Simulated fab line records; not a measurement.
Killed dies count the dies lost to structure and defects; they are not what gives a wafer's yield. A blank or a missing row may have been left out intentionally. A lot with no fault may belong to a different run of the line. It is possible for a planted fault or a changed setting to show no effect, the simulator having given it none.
Tool commonality check :: flow nandHarc :: 1 lot, 3 wafers sampled

## WHY IT WAS OPENED
At NHARC_END_SORT_01 the reading killedAtArray is flagged on 1 of 1 lot. No-fault wafers: 49, standard deviation 19.
Rule: a lot is flagged in two cases, either no wafer of it has a number, or all its wafers with numbers fall more than 4 standard deviations from that mean. The other lots count as sound.

lot: L313
measured: day 28 22:21
on: prober-02
killedAtArray, wafer by wafer: 671 668 674
flag: FLAGGED
Average over the flagged lots: 671; offset from the usual +622, equal to +33 standard deviations.

## LOT BY LOT: THE TOOL USED
Before the reading, the record contains 3 process steps out of a 1302-step route. In each cell: the tool, then ch and the chambers that the sampled wafers went through, then the start.
lot: L313
flag: FLAGGED
NHARC_A_STAIRCASE_CVD_552: lpcvd-01 ch 1, day 22 02:52
NHARC_THIN_TSV_ETCH_44: no row
NHARC_THIN_TSV_ETCH_15: no row
What these steps do:
- NHARC_A_STAIRCASE_CVD_552: deposits SiNx, target thk 40 nm.
- NHARC_THIN_TSV_ETCH_44: etches the open film in CF4/O2, target depth 1594.2 nm, time 797.1 s.
- NHARC_THIN_TSV_ETCH_15: target depth 3000 nm, bosch target overetch cycles 2, bosch etch step 2.8 s.
- NHARC_END_SORT_01

## FLAGGED AGAINST TOTAL, ONE TOOL AT A TIME (gauges that did the reading follow at the end)
step: NHARC_A_STAIRCASE_CVD_552
tool: lpcvd-01
lots run: 1
flagged: 1
share of the flagged lots: all
sound lots run after its first flagged lot: 0

step: NHARC_END_SORT_01
tool: prober-02
lots run: 1
flagged: 1
share of the flagged lots: all
sound lots run after its first flagged lot: 0

## WHAT THE TABLE ALLOWS
lpcvd-01 at NHARC_A_STAIRCASE_CVD_552 and prober-02 at NHARC_END_SORT_01 are the 2 rows of the table that ran each flagged lot.
- lpcvd-01 at NHARC_A_STAIRCASE_CVD_552: 1 of its 1 lot flagged. Because this sample shows no sound lot run on it before its first flagged lot, the start cannot be pinned down more closely.
- prober-02 at NHARC_END_SORT_01: 1 of its 1 lot flagged. Because this sample shows no sound lot run on it before its first flagged lot, the start cannot be pinned down more closely.
Counting lots can't tell these 2 tools apart, because each fits a fault that began at some hour. More lots, or a look at what each step does to the wafer, might.

## WHAT THE SIMULATOR HAD INSERTED
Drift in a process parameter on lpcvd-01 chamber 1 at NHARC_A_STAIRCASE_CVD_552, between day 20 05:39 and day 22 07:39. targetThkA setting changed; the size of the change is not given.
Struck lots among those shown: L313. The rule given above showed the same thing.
